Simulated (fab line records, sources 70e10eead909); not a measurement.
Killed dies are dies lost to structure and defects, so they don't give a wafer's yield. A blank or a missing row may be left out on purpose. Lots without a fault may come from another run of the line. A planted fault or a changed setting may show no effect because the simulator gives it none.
Tool commonality check | flow nand_harc | 3 lots, 9 wafers sampled

WHY IT WAS OPENED
At NHARC_END_SORT_01 the reading killed_at_array is flagged on 3 of 3 lots. Wafers without a fault read 47, standard deviation 18.
Rule: a lot is flagged when every wafer of it that has a number lies more than 4 standard deviations from that mean, or none has a number. The other lots count as sound.

lot  | measured     | on        | killed_at_array, wafer by wafer | flag
L348 | day 30 07:48 | prober-02 | 671 671 671                     | FLAGGED
L349 | day 30 07:50 | prober-01 | 671 668 673                     | FLAGGED
L350 | day 30 15:35 | prober-02 | 660 666 669                     | FLAGGED
The numbers of the flagged lots are 669 on average: +622 against the usual, or +35 standard deviations.

WHICH TOOL RAN EACH LOT
The record holds 4 process steps before the reading, out of a route of 1302 steps. In each cell: the tool, then ch and the chambers that the sampled wafers went through, then the start.
lot  | flag    | NHARC_A_CHANNEL_FILL_D1_ALD_16   | NHARC_A_CHANNEL_FILL_D1_ALD_25   | NHARC_A_CHANNEL_FILL_D1_CMP_10 | NHARC_A_DECK1_JOINT_CVD_12
L348 | FLAGGED | ald_hk-03 ch 1,2,3, day 15 06:22 | ald_hk-03 ch 0,1,2, day 16 07:03 | cmp-03 ch 1,2,3, day 16 18:42  | lpcvd_poly-04, day 17 05:02
L349 | FLAGGED | ald_hk-03 ch 0,1,3, day 15 10:28 | ald_hk-04 ch 0,1,2, day 16 15:14 | cmp-03 ch 0,1,2, day 17 02:36  | lpcvd_poly-02, day 17 10:22
L350 | FLAGGED | ald_hk-04 ch 1,2,3, day 15 15:09 | ald_hk-03 ch 1,2,3, day 16 15:14 | cmp-04 ch 0,1,3, day 17 02:36  | lpcvd_poly-02, day 17 10:22
What these steps do:
- NHARC_A_CHANNEL_FILL_D1_ALD_16: deposits SiO2, target thk 1.5 nm, pulse time 10 s, ald cycles 15.
- NHARC_A_CHANNEL_FILL_D1_ALD_25: deposits SiOx, target thk 60 nm, pulse time 10 s, ald cycles 600.
- NHARC_A_CHANNEL_FILL_D1_CMP_10: polishes, target thk 150 nm.
- NHARC_A_DECK1_JOINT_CVD_12: deposits poly-Si, target thk 90 nm, time 1800 s.
- NHARC_END_SORT_01

FLAGGED OVER TOTAL, TOOL BY TOOL (the gauges that took the reading come last)
step                           | tool          | lots run | flagged | share of the flagged lots | sound lots run after its first flagged lot
NHARC_A_CHANNEL_FILL_D1_ALD_16 | ald_hk-03     | 2        | 2       | some                      | 0
NHARC_A_CHANNEL_FILL_D1_ALD_16 | ald_hk-04     | 1        | 1       | some                      | 0
NHARC_A_CHANNEL_FILL_D1_ALD_25 | ald_hk-03     | 2        | 2       | some                      | 0
NHARC_A_CHANNEL_FILL_D1_ALD_25 | ald_hk-04     | 1        | 1       | some                      | 0
NHARC_A_CHANNEL_FILL_D1_CMP_10 | cmp-03        | 2        | 2       | some                      | 0
NHARC_A_CHANNEL_FILL_D1_CMP_10 | cmp-04        | 1        | 1       | some                      | 0
NHARC_A_DECK1_JOINT_CVD_12     | lpcvd_poly-02 | 2        | 2       | some                      | 0
NHARC_A_DECK1_JOINT_CVD_12     | lpcvd_poly-04 | 1        | 1       | some                      | 0
NHARC_END_SORT_01              | prober-01     | 1        | 1       | some                      | 0
NHARC_END_SORT_01              | prober-02     | 2        | 2       | some                      | 0

WHAT THE TABLE ALLOWS
No row of the table ran every flagged lot.

WHAT THE SIMULATOR HAD PUT IN
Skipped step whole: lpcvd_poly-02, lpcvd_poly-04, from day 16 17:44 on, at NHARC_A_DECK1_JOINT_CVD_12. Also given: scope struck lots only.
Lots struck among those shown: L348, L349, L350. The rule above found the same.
